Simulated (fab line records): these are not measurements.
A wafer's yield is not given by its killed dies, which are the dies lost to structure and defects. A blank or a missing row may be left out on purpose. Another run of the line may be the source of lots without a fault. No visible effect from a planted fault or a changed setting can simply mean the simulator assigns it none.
A lot that was struck, set against a sound lot    flow n5-finfet    37 out of 1938 route steps
Sound: the wafers L537.1, L537.2, L537.6. Wafers L543.3, L543.5, L543.6 were the ones struck. At the end, the cause is stated.
Per side, at each step with rows, come the tool, then ch with its chambers, and then its first start. Under that, the readings that differ: sound wafers    struck wafers    difference of the means    sigmas: that difference in standard deviations of wafers without a fault.
alike: words and numbers the same on both sides, and readings whose means are apart by under 2 such deviations; not compared: readings that were withheld, readings missing a value for some wafer, numbers with overlapping values and no deviation given by the record, and bounds like >300 which may hide the same value.
Wherever a step has rows on one side only, a row that says differs or no value, or a row with sigmas, the two part there. When numbers do not overlap yet have no deviation, they are printed without sigmas and do not part them. A reading that every wafer of one side lacks parts them only if that side has two wafers or more.

first, 9 steps without rows for these wafers: N5_BEOL_M4_ANNEAL_95 (time 240 s); N5_BEOL_M4_SPUTTER_96 (material Cu, target thk 4.5 nm, time 8.29 s); N5_BEOL_M4_ECD_50 (material Cu, target thk 300 nm); N5_BEOL_M4_ANNEAL_51 (time 90 s); N5_BEOL_M4_CMP_52 (polishes, stops on SiOC, t overpolish 6.8 s, target thk 40 nm); N5_BEOL_M4_PRE_CLEAN_60 (time 15 s); N5_BEOL_M4_CO_CAP_55 (material Co, precursor CCTBA/H2, target thk 2 nm, time 102.1 s); N5_BEOL_M4_PRE_CLEAN_56 (time 15 s); N5_BEOL_M4_DEP_57 (deposits SiCN from 3MS/NH3, target thk 8 nm, time 14 s).
N5_BEOL_M4_RC_MEAS_101:
  sound on prober-01 ch 0, day 9 21:54; struck on prober-02 ch 0, day 12 05:00
  alike: DIBL_N, DIBL_P, IOFF_N, IOFF_P, ION_N, ION_P, SS_N, SS_P, VT_N, VT_P
then, 24 steps without rows for these wafers: N5_BEOL_M5_ILD_DEP_00 (deposits SiCOH lowk from DEMS/porogen, target thk 140.64 nm, time 25.9 s); N5_BEOL_M5_CURE_79 (cures SiCOH lowk, time 240 s); N5_BEOL_M5_PECVD_70 (deposits SiO2 from TEOS/O2, target thk 16 nm, time 18 s); N5_BEOL_M5_HM_DEP_02 (deposits TiN, target thk 20 nm); N5_BEOL_M5_COAT_59 (time 60 s, resist thk 60 nm); N5_BEOL_M5_COAT_60 (time 60 s, resist thk 12 nm); N5_BEOL_M5_COAT_71 (time 60 s, resist thk 5 nm); N5_BEOL_M5_COAT_05 (resist thk 30 nm); N5_BEOL_M5_EBR_07; N5_BEOL_M5_SOFTBAKE_06 (time 60 s); N5_BEOL_M5_EXPOSE_08 (exposes mask M5, target cd 28 nm); N5_BEOL_M5_PEB_09 (peb time 60 s); N5_BEOL_M5_DEVELOP_10 (develop time 30 s); N5_BEOL_M5_DESCUM_16 (chemistry O2, time 7 s); N5_BEOL_M5_ETCH_72 (etches underlayer in N2/H2, target depth 6.5 nm, time 5.2 s); N5_BEOL_M5_ETCH_61 (etches SiARC in CF4, target depth 15.6 nm, time 26 s); N5_BEOL_M5_ETCH_62 (etches SOC in N2/H2, target depth 75 nm, overetch 15 nm, time 112.5 s); N5_BEOL_M5_STRIP_63 (strips in N2/H2); N5_BEOL_M5_STRIP_73 (strips in N2/H2); N5_BEOL_M5_STRIP_64 (strips in CF4); N5_BEOL_M5_HM_OPEN_17 (chemistry Cl2/BCl3, target TiN, target depth 20 nm, overetch 6 nm); N5_BEOL_M5_STRIP_19 (strips in O2); N5_BEOL_M5_COAT_65 (time 60 s, resist thk 60 nm); N5_BEOL_M5_COAT_66 (time 60 s, resist thk 12 nm).
N5_BEOL_M6_EXPOSE_08: exposes mask M6.
  sound on arfi-scanner-03 ch 0, day 10 12:27; struck on arfi-scanner-03 ch 0, day 12 20:17
reading                          sound           struck          difference  sigmas
model.BEOL_M6.overlay-x-nm (nm)  -0.4 -0.4 -0.4  15.6 15.6 15.6  +16.0       
  alike: mask
N5_BEOL_M6_OVL_MEAS_12:
  sound on overlay-01 ch 0, day 10 12:37; struck on overlay-02 ch 0, day 12 20:26
reading      sound           struck          difference  sigmas
M6_OVL (nm)  -1.2 -0.4 -0.9  15.0 16.2 15.6  +16.4       +23
-- a jump in the record: the struck wafers' starts before and after are 4 days apart (it breaks off in module BEOL_M6 and resumes in module PASSIVATION, where the first step shown is number 1936 of the route) --
N5_PASSIVATION_PROBE_49:
  only the struck wafers here have rows in the record (prober-01, day 16 13:01); the sound ones have none

WHERE THEY PART
At N5_BEOL_M6_OVL_MEAS_12 first; at N5_PASSIVATION_PROBE_49 last (within this record only).

WHY: what had been put in by the simulator
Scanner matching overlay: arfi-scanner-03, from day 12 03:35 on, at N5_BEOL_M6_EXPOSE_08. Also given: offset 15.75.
